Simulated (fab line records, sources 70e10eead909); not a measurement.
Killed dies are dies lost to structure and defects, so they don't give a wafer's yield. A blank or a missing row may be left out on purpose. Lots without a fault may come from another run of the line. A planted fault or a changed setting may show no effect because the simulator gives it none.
Chamber matching | flow nand_harc | NHARC_P_CONTACT_DEP_30 on pecvd-03: 3 sister chambers
The step deposits SiNx, target thk 30 nm. 3 wafers are shown with their chamber, then 9 later ones without.

WAFERS WITH THEIR CHAMBER
wafer  | chamber | heater_power_w (W)
L088.6 | 1       | 851
L091.1 | 0       | 593
L091.4 | 2       | 667

WAFERS WITHOUT THEIR CHAMBER
wafer  | heater_power_w (W)
L090.1 | 674
L090.2 | 861
L090.3 | 539
L090.4 | 565
L090.5 | 863
L090.6 | 651
L095.1 | 602
L095.4 | 681
L095.5 | 839

WHICH CHAMBER EACH WENT THROUGH
wafer  | from the rows above     | in truth
L090.1 | 2                       | 2
L090.2 | 1                       | 1
L090.3 | 0                       | 0
L090.4 | 0                       | 0
L090.5 | 1                       | 1
L090.6 | can't be placed: 2 or 0 | 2
L095.1 | 0                       | 0
L095.4 | 2                       | 2
L095.5 | 1                       | 1
Placed correctly: 8 of 9. Can't be placed from these rows: 1 (the true chamber is among the candidates in 1). Placed wrongly: 0.
How it was worked out, from the rows above alone: a wafer's distance from a chamber is the root of the sum, over the readings, of the square of ((its reading less the chamber's mean) divided by the reading's scatter). The wafer belongs to the nearest chamber; if the next one is less than 2 further off, it can't be placed. A chamber's mean is the mean of its shown wafers. The scatter: with one shown wafer a chamber, the root of the mean of the squares of how far each hidden wafer lies from its nearest shown one.
